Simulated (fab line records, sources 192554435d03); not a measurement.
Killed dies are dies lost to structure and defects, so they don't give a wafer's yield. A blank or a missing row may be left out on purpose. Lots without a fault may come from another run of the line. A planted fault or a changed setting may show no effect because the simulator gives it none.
Chamber matching | flow n5_finfet | N5_HKMG_FIN_ETCH_67 on rie_diel-06: 4 sister chambers
The step etches SOC in N2/H2, stops on TiN, target depth 388.9 nm. 4 wafers are shown with their chamber, then 7 later ones without.

WAFERS WITH THEIR CHAMBER
wafer  | chamber | throttle_valve_pct (%)
L084.5 | 0       | 17.42
L086.6 | 3       | 18.15
L095.4 | 2       | 18.02
L095.5 | 1       | 17.95

WAFERS WITHOUT THEIR CHAMBER
wafer  | throttle_valve_pct (%)
L095.6 | 18.03
L096.1 | 18.05
L096.2 | 18.19
L096.3 | 17.46
L096.4 | 17.93
L096.5 | 18.04
L096.6 | 18.18

WHICH CHAMBER EACH WENT THROUGH
wafer  | from the rows above | in truth
L095.6 | 2                   | 2
L096.1 | 2                   | 2
L096.2 | 3                   | 3
L096.3 | 0                   | 0
L096.4 | 1                   | 1
L096.5 | 2                   | 2
L096.6 | 3                   | 3
Placed correctly: 7 of 7. Can't be placed from these rows: 0. Placed wrongly: 0.
How it was worked out, from the rows above alone: a wafer's distance from a chamber is the root of the sum, over the readings, of the square of ((its reading less the chamber's mean) divided by the reading's scatter). The wafer belongs to the nearest chamber; if the next one is less than 2 further off, it can't be placed. A chamber's mean is the mean of its shown wafers. The scatter: with one shown wafer a chamber, the root of the mean of the squares of how far each hidden wafer lies from its nearest shown one.
